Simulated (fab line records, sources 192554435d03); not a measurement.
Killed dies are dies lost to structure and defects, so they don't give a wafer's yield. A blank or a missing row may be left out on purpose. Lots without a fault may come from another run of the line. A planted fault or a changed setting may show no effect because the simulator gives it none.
Chamber matching | flow n5_finfet | N5_BEOL_M14_DESCUM_33 on rie_diel-01: 4 sister chambers
The step chemistry O2, time 7.9 s. 4 wafers are shown with their chamber, then 10 later ones without.

WAFERS WITH THEIR CHAMBER
wafer  | chamber | showerhead_plenum_p_Torr (Torr)
L083.1 | 1       | 2.21
L083.6 | 2       | 2.13
L087.1 | 0       | 2.13
L087.3 | 3       | 2.08

WAFERS WITHOUT THEIR CHAMBER
wafer  | showerhead_plenum_p_Torr (Torr)
L087.6 | 2.13
L089.1 | 2.13
L089.4 | 2.21
L089.6 | 2.12
L090.2 | 2.20
L090.3 | 2.12
L090.4 | 2.08
L094.2 | 2.12
L094.4 | 2.07
L094.5 | 2.20

WHICH CHAMBER EACH WENT THROUGH
wafer  | from the rows above     | in truth
L087.6 | can't be placed: 0 or 2 | 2
L089.1 | can't be placed: 0 or 2 | 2
L089.4 | 1                       | 1
L089.6 | can't be placed: 0 or 2 | 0
L090.2 | 1                       | 1
L090.3 | can't be placed: 0 or 2 | 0
L090.4 | 3                       | 3
L094.2 | can't be placed: 0 or 2 | 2
L094.4 | 3                       | 3
L094.5 | 1                       | 1
Placed correctly: 5 of 10. Can't be placed from these rows: 5 (the true chamber is among the candidates in 5). Placed wrongly: 0.
How it was worked out, from the rows above alone: a wafer's distance from a chamber is the root of the sum, over the readings, of the square of ((its reading less the chamber's mean) divided by the reading's scatter). The wafer belongs to the nearest chamber; if the next one is less than 2 further off, it can't be placed. A chamber's mean is the mean of its shown wafers. The scatter: with one shown wafer a chamber, the root of the mean of the squares of how far each hidden wafer lies from its nearest shown one.
